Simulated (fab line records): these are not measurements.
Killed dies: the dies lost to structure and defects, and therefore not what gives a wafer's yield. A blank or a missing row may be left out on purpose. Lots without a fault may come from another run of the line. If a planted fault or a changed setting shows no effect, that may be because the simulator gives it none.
fab line records -- flow n5Finfet -- part 1 of 2: steps 1 to 4 of 6
record: lots: 22, wafers: 66, lastDay: 19
route steps=1938 shown BEOL_M5@1175 BEOL_M6@1214 BEOL_M7@1279
lots untouched by any fault: they come from a run of this same line in which no faults occurred
startH: hours from the record's first day to the start of the lot's first wafer shown -- waitH: how many hours have passed since the lot's step before this one -- " as in the row above -- L1.1+2: several wafers, shown together as one row -- - no value present, or no start provided -- * or withheld: withheld -- < > ~ a bound
route shown NAME@n: a module of which the file shows steps, and the number in the route of the first -- usual: mean and standard deviation over wafers with no fault -- same: alike in all rows -- chamber/n: place in a boat -- sites: each site's reading -- _std_site: standard deviation across them -- _edge_site: the outer-site mean with the inner-site mean subtracted -- radiusMm: how far each site lies from the wafer's centre -- mask NAME#n: copy n -- behind: the last tool/chamber to shape the wafer -- hold: the reason the lot was held/the length of the hold in hours/how it ended -- device: which transistor (n, p or np) failed to switch -- end of line: the tests these same wafers got at the end of their route -- a step with no rows: only its recipe -- killed: at the first sort, the dies lost to defects and structure; wafer yield is something else -- map: shows each die of a wafer: x if killed, . if not, _ if none is there
set.NAME: the run value of the setting; set.NAME@STEP: its run value at that earlier step -- model.NAME: the simulator's own value behind a step, which no gauge read
steps of the route over a sample of lots; a table a step, a row a wafer
services: when a tool's chamber went out of use (startH, in hours from the record's first day, below 0 if earlier), for how many hours, and the reason
== steps ==
step: N5_BEOL_M5_SPUTTER_48
recipe: material: Cu, targetThkA: 150, tempC: -20, chamberPressurePa: 0.07, powerW: withheld, timeS: 27.62
usual: throttleValvePct: 30.2/0.73
lot.wafer,tool,chamber,startH,waitH,throttleValvePct
L074.1,pvdSputter-03,-,199.72,0.1,29.4
L074.4,pvdSputter-03,-,199.72,0.1,30.8
L074.6,pvdSputter-03,-,199.72,0.1,29.3
L075.1,pvdSputter-02,-,203.86,0.1,30.3
L075.2,pvdSputter-02,-,203.86,0.1,30.7
L075.6,pvdSputter-02,-,203.86,0.1,30.4
L078.2,pvdSputter-03,-,249.18,0.2,29.7
L078.3,pvdSputter-03,-,249.18,0.2,31.0
L078.6,pvdSputter-03,-,249.18,0.2,29.5
L077.4,pvdSputter-02,-,251.38,0.0,30.5
L077.5,pvdSputter-02,-,251.38,0.0,29.0
L077.6,pvdSputter-02,-,251.38,0.0,30.1
L079.1,pvdSputter-02,-,270.46,0.2,30.6
L079.4,pvdSputter-02,-,270.46,0.2,30.4
L079.6,pvdSputter-02,-,270.46,0.2,31.0
L080.2,pvdSputter-01,-,271.32,0.5,29.4
L080.4,pvdSputter-01,-,271.32,0.5,31.5
L080.5,pvdSputter-01,-,271.32,0.5,31.1
L081.1,pvdSputter-03,-,277.75,0.1,31.0
L081.2,pvdSputter-03,-,277.75,0.1,30.3
L081.6,pvdSputter-03,-,277.75,0.1,29.9
L082.1,pvdSputter-03,-,284.09,1.5,29.7
L082.3,pvdSputter-03,-,284.09,1.5,29.6
L082.4,pvdSputter-03,-,284.09,1.5,30.1
L083.2,pvdSputter-02,-,289.17,0.1,30.6
L083.3,pvdSputter-02,-,289.17,0.1,28.8
L083.6,pvdSputter-02,-,289.17,0.1,29.2
L084.1,pvdSputter-01,-,301.19,0.7,29.3
L084.3,pvdSputter-01,-,301.19,0.7,30.8
L084.4,pvdSputter-01,-,301.19,0.7,31.2
L085.1,pvdSputter-03,-,305.31,1.2,31.0
L085.4,pvdSputter-03,-,305.31,1.2,30.3
L085.6,pvdSputter-03,-,305.31,1.2,30.2
L087.1,pvdSputter-01,-,305.62,0.3,29.2
L087.2,pvdSputter-01,-,305.62,0.3,31.1
L087.5,pvdSputter-01,-,305.62,0.3,29.4
L086.2,pvdSputter-03,-,310.96,0.1,30.3
L086.4,pvdSputter-03,-,310.96,0.1,30.9
L086.5,pvdSputter-03,-,310.96,0.1,29.3
L076.3,pvdSputter-02,-,317.48,0.1,30.7
L076.4,pvdSputter-02,-,317.48,0.1,29.1
L076.6,pvdSputter-02,-,317.48,0.1,30.3
L089.2,pvdSputter-03,-,320.57,0.2,29.1
L089.3,pvdSputter-03,-,320.57,0.2,31.0
L089.5,pvdSputter-03,-,320.57,0.2,29.9
L090.2,pvdSputter-01,-,321.64,0.2,31.0
L090.4,pvdSputter-01,-,321.64,0.2,29.4
L090.6,pvdSputter-01,-,321.64,0.2,30.7
L091.2,pvdSputter-02,-,338.59,0.1,30.7
L091.5,pvdSputter-02,-,338.59,0.1,30.3
L091.6,pvdSputter-02,-,338.59,0.1,30.7
L088.2,pvdSputter-01,-,347.17,0.2,31.0
L088.3,pvdSputter-01,-,347.17,0.2,31.1
L088.6,pvdSputter-01,-,347.17,0.2,29.4
L092.1,pvdSputter-02,-,348.48,0.3,30.5
L092.2,pvdSputter-02,-,348.48,0.3,29.0
L092.4,pvdSputter-02,-,348.48,0.3,30.1
L094.1,pvdSputter-03,-,348.52,0.2,31.1
L094.3,pvdSputter-03,-,348.52,0.2,29.7
L094.4,pvdSputter-03,-,348.52,0.2,30.4
L093.2,pvdSputter-01,-,351.60,3.0,30.8
L093.4,pvdSputter-01,-,351.60,3.0,29.2
L093.6,pvdSputter-01,-,351.60,3.0,29.3
L097.1,pvdSputter-01,-,357.38,0.1,29.4
L097.5,pvdSputter-01,-,357.38,0.1,31.2
L097.6,pvdSputter-01,-,357.38,0.1,29.3
step: N5_BEOL_M5_SPUTTER_88
recipe: material: Cu, targetThkA: 150, tempC: -20, chamberPressurePa: 0.07, powerW: withheld, timeS: 27.62
usual: throttleValvePct: 30.2/0.72
lot.wafer,tool,chamber,startH,waitH,throttleValvePct
L074.1,pvdSputter-03,-,202.98,0.5,29.3
L074.4,pvdSputter-03,-,202.98,0.5,30.9
L074.6,pvdSputter-03,-,202.98,0.5,29.6
L075.1,pvdSputter-02,-,207.12,0.5,30.5
L075.2,pvdSputter-02,-,207.12,0.5,30.7
L075.6,pvdSputter-02,-,207.12,0.5,30.3
L078.2,pvdSputter-03,-,252.44,0.5,29.7
L078.3,pvdSputter-03,-,252.44,0.5,30.8
L078.6,pvdSputter-03,-,252.44,0.5,29.5
L077.4,pvdSputter-02,-,254.64,0.5,30.7
L077.5,pvdSputter-02,-,254.64,0.5,29.2
L077.6,pvdSputter-02,-,254.64,0.5,30.2
L079.1,pvdSputter-02,-,273.72,0.5,30.5
L079.4,pvdSputter-02,-,273.72,0.5,30.1
L079.6,pvdSputter-02,-,273.72,0.5,31.0
L080.2,pvdSputter-01,-,274.58,0.5,29.4
L080.4,pvdSputter-01,-,274.58,0.5,31.3
L080.5,pvdSputter-01,-,274.58,0.5,30.7
L081.1,pvdSputter-03,-,281.01,0.5,31.1
L081.2,pvdSputter-03,-,281.01,0.5,30.0
L081.6,pvdSputter-03,-,281.01,0.5,29.6
L082.1,pvdSputter-03,-,287.35,0.5,29.8
L082.3,pvdSputter-03,-,287.35,0.5,29.4
L082.4,pvdSputter-03,-,287.35,0.5,30.3
L083.2,pvdSputter-02,-,292.43,0.5,30.7
L083.3,pvdSputter-02,-,292.43,0.5,29.0
L083.6,pvdSputter-02,-,292.43,0.5,28.9
L084.1,pvdSputter-01,-,304.45,0.5,29.3
L084.3,pvdSputter-01,-,304.45,0.5,30.8
L084.4,pvdSputter-01,-,304.45,0.5,31.1
L085.1,pvdSputter-03,-,308.57,0.5,31.2
L085.4,pvdSputter-03,-,308.57,0.5,30.2
L085.6,pvdSputter-03,-,308.57,0.5,30.3
L087.1,pvdSputter-01,-,308.88,0.5,29.3
L087.2,pvdSputter-01,-,308.88,0.5,30.9
L087.5,pvdSputter-01,-,308.88,0.5,29.6
L086.2,pvdSputter-03,-,314.22,0.5,30.2
L086.4,pvdSputter-03,-,314.22,0.5,31.0
L086.5,pvdSputter-03,-,314.22,0.5,29.5
L076.3,pvdSputter-02,-,320.74,0.5,30.7
L076.4,pvdSputter-02,-,320.74,0.5,28.9
L076.6,pvdSputter-02,-,320.74,0.5,30.2
L089.2,pvdSputter-03,-,323.83,0.5,29.5
L089.3,pvdSputter-03,-,323.83,0.5,31.0
L089.5,pvdSputter-03,-,323.83,0.5,29.9
L090.2,pvdSputter-01,-,324.90,0.5,31.2
L090.4,pvdSputter-01,-,324.90,0.5,29.3
L090.6,pvdSputter-01,-,324.90,0.5,30.8
L091.2,pvdSputter-02,-,341.85,0.5,30.4
L091.5,pvdSputter-02,-,341.85,0.5,30.2
L091.6,pvdSputter-02,-,341.85,0.5,30.5
L088.2,pvdSputter-01,-,350.43,0.5,31.2
L088.3,pvdSputter-01,-,350.43,0.5,31.1
L088.6,pvdSputter-01,-,350.43,0.5,29.5
L092.1,pvdSputter-02,-,351.74,0.5,30.5
L092.2,pvdSputter-02,-,351.74,0.5,29.1
L092.4,pvdSputter-02,-,351.74,0.5,30.0
L094.1,pvdSputter-03,-,351.78,0.5,31.0
L094.3,pvdSputter-03,-,351.78,0.5,29.7
L094.4,pvdSputter-03,-,351.78,0.5,29.9
L093.2,pvdSputter-01,-,354.86,0.5,30.8
L093.4,pvdSputter-01,-,354.86,0.5,29.4
L093.6,pvdSputter-01,-,354.86,0.5,29.4
L097.1,pvdSputter-01,-,360.64,0.5,29.7
L097.5,pvdSputter-01,-,360.64,0.5,31.2
L097.6,pvdSputter-01,-,360.64,0.5,29.3
step: N5_BEOL_M6_STRIP_67
recipe: chemistry: CF4, resist: SiARC, powerW: 300, biasPowerW: 75, pressureMtorr: 50, cf4FlowSccm: 150, rfFrequencyHz: 6e+07
usual: drypumpMotorCurrentA: 5.8/0.48, oesProductAu: 0.81/0.078, powerW: 299.8/0.82, rfVppV: 270.8/1.5, showerheadPlenumPTorr: 1.78/0.059, throttleValvePct: 13.59/0.23
lot.wafer,tool,chamber,startH,waitH,drypumpMotorCurrentA,oesProductAu,powerW,rfHoursCounterH,rfVppV,showerheadPlenumPTorr,throttleValvePct
L074.1,rieDiel-03,0,208.48,0.0,6.0,0.83,299.8,80,269.1,1.75,13.61
L074.4,rieDiel-03,2,208.48,0.0,6.7,0.82,299.1,66,270.0,1.82,13.65
L074.6,rieDiel-03,3,208.48,0.0,5.6,0.69,300.6,-,272.2,1.84,14.16
L075.1,rieDiel-03,1,210.85,0.0,6.5,0.86,299.4,52,271.9,1.82,13.34
L075.2,rieDiel-03,0,210.85,0.0,6.0,0.82,298.1,81,268.4,1.75,13.60
L075.6,rieDiel-03,3,210.85,0.0,5.6,0.68,299.0,-,273.4,1.84,14.17
L078.2,rieDiel-03,1,256.54,0.0,6.5,0.83,300.9,66,272.0,1.82,13.39
L078.3,rieDiel-03,0,256.54,0.0,6.0,0.80,299.8,95,269.0,1.75,13.65
L078.6,rieDiel-03,3,256.54,0.0,5.6,0.98,300.2,-,273.6,1.84,13.60
L077.4,rieDiel-01,1,259.57,0.0,6.4,0.80,299.5,75,269.5,1.76,13.30
L077.5,rieDiel-01,2,259.57,0.0,5.4,0.69,300.3,-,271.5,1.83,13.78
L077.6,rieDiel-01,1,259.57,0.0,6.4,0.80,298.0,-,270.1,1.76,13.28
L079.1,rieDiel-03,2,277.96,0.0,6.7,0.80,300.7,87,270.5,1.81,13.72
L079.4,rieDiel-03,2,277.96,0.0,6.7,0.80,300.3,-,273.9,1.81,13.71
L079.6,rieDiel-03,0,277.96,0.0,6.0,0.80,298.8,-,270.1,1.75,13.64
L080.2,rieDiel-03,0,278.26,0.0,6.0,0.81,300.6,101,270.5,1.75,13.64
L080.4,rieDiel-03,0,278.26,0.0,6.0,0.80,300.0,-,270.3,1.75,13.67
L080.5,rieDiel-03,2,278.26,0.0,6.7,0.80,299.5,-,271.9,1.81,13.70
L081.1,rieDiel-01,1,285.52,0.0,6.4,0.79,299.1,83,271.2,1.75,13.32
L081.2,rieDiel-01,3,285.52,0.0,5.1,0.74,300.1,197,268.2,1.64,13.52
L081.6,rieDiel-01,0,285.52,0.0,6.2,0.76,300.2,-,270.5,1.72,13.78
L082.1,rieDiel-05,1,292.11,0.0,6.2,0.88,298.5,48,271.1,1.76,13.41
L082.3,rieDiel-05,2,292.11,0.0,5.7,0.73,299.4,223,271.2,1.86,13.90
L082.4,rieDiel-05,0,292.11,0.0,5.4,0.80,299.5,85,270.0,1.82,13.51
L083.2,rieDiel-05,0,300.01,0.0,5.4,0.81,299.0,86,270.1,1.82,13.51
L083.3,rieDiel-05,3,300.01,0.0,5.6,0.87,299.4,37,271.1,1.76,13.23
L083.6,rieDiel-05,2,300.01,0.0,5.6,0.72,299.9,-,273.3,1.86,13.89
L084.1,rieDiel-01,1,310.98,0.0,6.4,0.78,298.0,90,270.6,1.75,13.29
L084.3,rieDiel-01,0,310.98,0.0,6.2,0.74,301.4,183,268.9,1.72,13.79
L084.4,rieDiel-01,2,310.98,0.0,5.4,0.69,300.4,243,271.7,1.83,13.82
L085.1,rieDiel-01,1,315.70,0.0,6.5,0.79,300.2,92,267.9,1.75,13.30
L085.4,rieDiel-01,2,315.70,0.0,5.4,0.69,299.4,244,272.0,1.83,13.81
L085.6,rieDiel-01,0,315.70,0.0,6.3,0.75,299.1,-,268.8,1.72,13.79
L087.1,rieDiel-03,0,315.88,0.0,6.0,0.79,300.4,111,270.7,1.74,13.67
L087.2,rieDiel-03,3,315.88,0.0,5.6,0.92,300.7,18,272.4,1.83,13.65
L087.5,rieDiel-03,2,315.88,0.0,6.7,0.80,299.7,-,271.4,1.81,13.72
L086.2,rieDiel-05,1,320.56,0.0,6.2,0.87,300.2,53,271.8,1.76,13.46
L086.4,rieDiel-05,2,320.56,0.0,5.6,0.71,300.4,230,272.7,1.86,13.91
L086.5,rieDiel-05,2,320.56,0.0,5.6,0.72,300.1,-,273.3,1.86,13.90
L076.3,rieDiel-05,0,327.13,0.0,5.3,0.80,299.7,94,270.5,1.82,13.54
L076.4,rieDiel-05,3,327.13,0.0,5.6,0.86,299.4,46,269.9,1.76,13.25
L076.6,rieDiel-05,3,327.13,0.0,5.6,0.86,300.0,-,269.4,1.76,13.23
L089.2,rieDiel-05,2,327.85,0.0,5.6,0.72,299.8,233,273.3,1.86,13.92
L089.3,rieDiel-05,1,327.85,0.0,6.2,0.86,299.5,56,268.2,1.75,13.45
L089.5,rieDiel-05,1,327.85,0.0,6.2,0.86,300.0,-,270.6,1.75,13.45
L090.2,rieDiel-05,2,330.61,0.0,5.6,0.72,298.8,233,272.0,1.86,13.92
L090.4,rieDiel-05,0,330.61,0.0,5.4,0.80,300.4,95,270.8,1.82,13.56
L090.6,rieDiel-05,0,330.61,0.0,5.4,0.80,300.5,-,271.6,1.82,13.55
L091.2,rieDiel-01,3,347.58,0.0,5.2,0.72,298.0,220,269.3,1.63,13.59
L091.5,rieDiel-01,3,347.58,0.0,5.2,0.72,299.0,-,269.2,1.63,13.60
L091.6,rieDiel-01,0,347.58,0.0,6.2,0.73,301.0,-,270.0,1.71,13.84
L088.2,rieDiel-05,1,354.93,0.0,6.2,0.85,301.4,66,268.6,1.75,13.47
L088.3,rieDiel-05,3,354.93,0.0,5.5,0.84,299.8,57,270.5,1.75,13.27
L088.6,rieDiel-05,2,354.93,0.0,5.6,0.71,300.2,-,273.8,1.86,13.94
L092.1,rieDiel-01,2,356.51,0.0,5.4,0.98,299.3,5,272.2,1.82,13.28
L092.2,rieDiel-01,3,356.51,0.0,5.1,0.71,299.0,223,267.6,1.63,13.59
L092.4,rieDiel-01,0,356.51,0.0,6.2,0.73,300.9,-,268.4,1.71,13.86
L094.1,rieDiel-01,0,356.84,0.0,6.2,0.74,299.0,204,268.9,1.71,13.81
L094.3,rieDiel-01,2,356.84,0.0,5.4,0.97,300.0,-,272.7,1.82,13.30
L094.4,rieDiel-01,0,356.84,0.0,6.2,0.73,299.6,-,268.8,1.71,13.84
L093.2,rieDiel-05,3,360.24,0.0,5.5,0.85,299.4,59,268.9,1.75,13.27
L093.4,rieDiel-05,2,360.24,0.0,5.6,0.71,299.3,245,272.6,1.85,13.93
L093.6,rieDiel-05,0,360.24,0.0,5.3,0.78,298.6,-,271.6,1.82,13.59
L097.1,rieDiel-01,2,366.02,0.0,5.4,0.95,299.8,11,273.6,1.82,13.30
L097.5,rieDiel-01,2,366.02,0.0,5.4,0.95,300.5,-,271.1,1.82,13.32
L097.6,rieDiel-01,3,366.02,0.0,5.1,0.71,299.9,-,268.8,1.63,13.60
step: N5_BEOL_M6_STRIP_19
recipe: chemistry: O2, powerW: 400, tempC: 40, pressureMtorr: 30, rfFrequencyHz: 6e+07, biasPowerW: 0, overashFraction: 0.2, o2FlowSccm: 225
usual: drypumpMotorCurrentA: 5.9/0.49, oesProductAu: 0.79/0.067, rfVppV: 3.6/0.55, showerheadPlenumPTorr: 2.06/0.07, throttleValvePct: 16.64/0.2
lot.wafer,tool,chamber,startH,waitH,drypumpMotorCurrentA,oesProductAu,rfHoursCounterH,rfVppV,showerheadPlenumPTorr,throttleValvePct
L074.1,rieDiel-01,2,208.63,0.1,5.4,0.69,213,3.9,2.15,16.79
L074.4,rieDiel-01,3,208.63,0.1,5.1,0.75,171,3.9,1.92,16.54
L074.6,rieDiel-01,2,208.63,0.1,5.4,0.70,-,3.7,2.15,16.79
L075.1,rieDiel-01,2,211.01,0.1,5.4,0.69,214,3.7,2.15,16.78
L075.2,rieDiel-01,0,211.01,0.1,6.2,0.78,153,3.8,2.01,16.81
L075.6,rieDiel-01,1,211.01,0.1,6.4,0.84,-,3.5,2.05,16.34
L078.2,rieDiel-01,1,256.69,0.1,6.4,0.82,74,4.8,2.04,16.36
L078.3,rieDiel-01,2,256.69,0.1,5.4,0.70,227,4.2,2.15,16.81
L078.6,rieDiel-01,0,256.69,0.1,6.2,0.76,-,2.6,2.01,16.84
L077.4,rieDiel-01,0,259.72,0.1,6.2,0.77,169,2.8,2.01,16.85
L077.5,rieDiel-01,1,259.72,0.1,6.4,0.82,-,4.0,2.04,16.34
L077.6,rieDiel-01,0,259.72,0.1,6.2,0.76,-,3.1,2.01,16.83
L079.1,rieDiel-01,3,278.19,0.2,5.1,0.73,194,2.7,1.91,16.60
L079.4,rieDiel-01,1,278.19,0.2,6.5,0.82,81,3.7,2.04,16.40
L079.6,rieDiel-01,1,278.19,0.2,6.5,0.81,-,3.6,2.04,16.38
L080.2,rieDiel-03,2,278.66,0.3,6.7,0.81,88,3.9,2.12,16.81
L080.4,rieDiel-03,2,278.66,0.3,6.7,0.81,-,4.1,2.12,16.81
L080.5,rieDiel-03,0,278.66,0.3,6.0,0.80,-,3.3,2.01,16.68
L081.1,rieDiel-05,2,285.76,0.2,5.6,0.73,221,3.9,2.17,16.92
L081.2,rieDiel-05,1,285.76,0.2,6.2,0.88,45,3.7,2.04,16.49
L081.6,rieDiel-05,0,285.76,0.2,5.4,0.81,-,4.4,2.10,16.47
L082.1,rieDiel-03,3,292.35,0.2,5.6,0.93,12,3.5,2.15,16.77
L082.3,rieDiel-03,1,292.35,0.2,6.5,0.82,74,2.9,2.12,16.49
L082.4,rieDiel-03,2,292.35,0.2,6.7,0.81,92,3.7,2.11,16.81
L083.2,rieDiel-05,2,300.26,0.2,5.6,0.71,225,3.3,2.17,16.92
L083.3,rieDiel-05,1,300.26,0.2,6.2,0.89,49,4.3,2.04,16.53
L083.6,rieDiel-05,2,300.26,0.2,5.6,0.71,-,3.7,2.17,16.92
L084.1,rieDiel-01,3,311.14,0.1,5.1,0.72,203,3.8,1.91,16.61
L084.3,rieDiel-01,1,311.14,0.1,6.4,0.81,90,4.0,2.04,16.41
L084.4,rieDiel-01,2,311.14,0.1,5.4,0.67,243,2.5,2.14,16.85
L085.1,rieDiel-03,3,315.96,0.2,5.6,0.91,18,2.4,2.15,16.79
L085.4,rieDiel-03,1,315.96,0.2,6.5,0.79,80,4.2,2.12,16.50
L085.6,rieDiel-03,3,315.96,0.2,5.6,0.91,-,4.0,2.15,16.80
L087.1,rieDiel-01,1,316.05,0.1,6.5,0.80,92,3.0,2.04,16.40
L087.2,rieDiel-01,0,316.05,0.1,6.2,0.74,185,3.9,2.00,16.85
L087.5,rieDiel-01,2,316.05,0.1,5.4,0.67,-,3.4,2.14,16.85
L086.2,rieDiel-01,0,320.71,0.1,6.2,0.74,186,4.0,2.00,16.88
L086.4,rieDiel-01,3,320.71,0.1,5.1,0.71,206,3.4,1.91,16.61
L086.5,rieDiel-01,1,320.71,0.1,6.5,0.80,-,4.3,2.04,16.39
L076.3,rieDiel-01,0,327.42,0.2,6.2,0.73,189,3.3,2.00,16.88
L076.4,rieDiel-01,3,327.42,0.2,5.1,0.72,209,3.8,1.91,16.62
L076.6,rieDiel-01,1,327.42,0.2,6.4,0.80,-,3.4,2.04,16.39
L089.2,rieDiel-05,2,328.13,0.2,5.6,0.71,233,3.0,2.17,16.95
L089.3,rieDiel-05,1,328.13,0.2,6.2,0.87,57,2.5,2.04,16.52
L089.5,rieDiel-05,3,328.13,0.2,5.6,0.85,-,4.0,2.05,16.34
L090.2,rieDiel-05,3,330.87,0.2,5.6,0.85,47,4.0,2.05,16.33
L090.4,rieDiel-05,1,330.87,0.2,6.2,0.88,57,4.7,2.04,16.55
L090.6,rieDiel-05,0,330.87,0.2,5.3,0.79,-,3.4,2.09,16.48
L091.2,rieDiel-05,2,347.74,0.1,5.7,0.71,241,3.3,2.17,16.95
L091.5,rieDiel-05,0,347.74,0.1,5.4,0.79,-,4.0,2.09,16.50
L091.6,rieDiel-05,3,347.74,0.1,5.5,0.82,-,2.5,2.04,16.36
L088.2,rieDiel-05,3,355.08,0.1,5.5,0.83,57,3.5,2.04,16.36
L088.3,rieDiel-05,2,355.08,0.1,5.6,0.71,243,3.1,2.16,16.97
L088.6,rieDiel-05,3,355.08,0.1,5.6,0.83,-,4.0,2.04,16.37
L092.1,rieDiel-03,1,356.71,0.1,6.5,0.80,88,3.1,2.12,16.50
L092.2,rieDiel-03,0,356.71,0.1,6.0,0.79,118,3.5,2.01,16.69
L092.4,rieDiel-03,2,356.71,0.1,6.7,0.79,106,3.1,2.11,16.83
L094.1,rieDiel-03,2,357.01,0.1,6.7,0.79,106,3.4,2.11,16.84
L094.3,rieDiel-03,0,357.01,0.1,6.0,0.78,119,3.3,2.01,16.70
L094.4,rieDiel-03,1,357.01,0.1,6.5,0.80,88,4.3,2.12,16.53
L093.2,rieDiel-05,1,360.39,0.1,6.2,0.86,68,3.9,2.04,16.52
L093.4,rieDiel-05,2,360.39,0.1,5.6,0.71,245,4.2,2.16,16.97
L093.6,rieDiel-05,1,360.39,0.1,6.2,0.86,-,3.0,2.04,16.54
L097.1,rieDiel-05,0,366.17,0.1,5.4,0.78,107,3.5,2.09,16.51
L097.5,rieDiel-05,2,366.17,0.1,5.6,0.70,-,2.4,2.16,16.96
L097.6,rieDiel-05,1,366.17,0.1,6.1,0.85,-,4.8,2.03,16.56
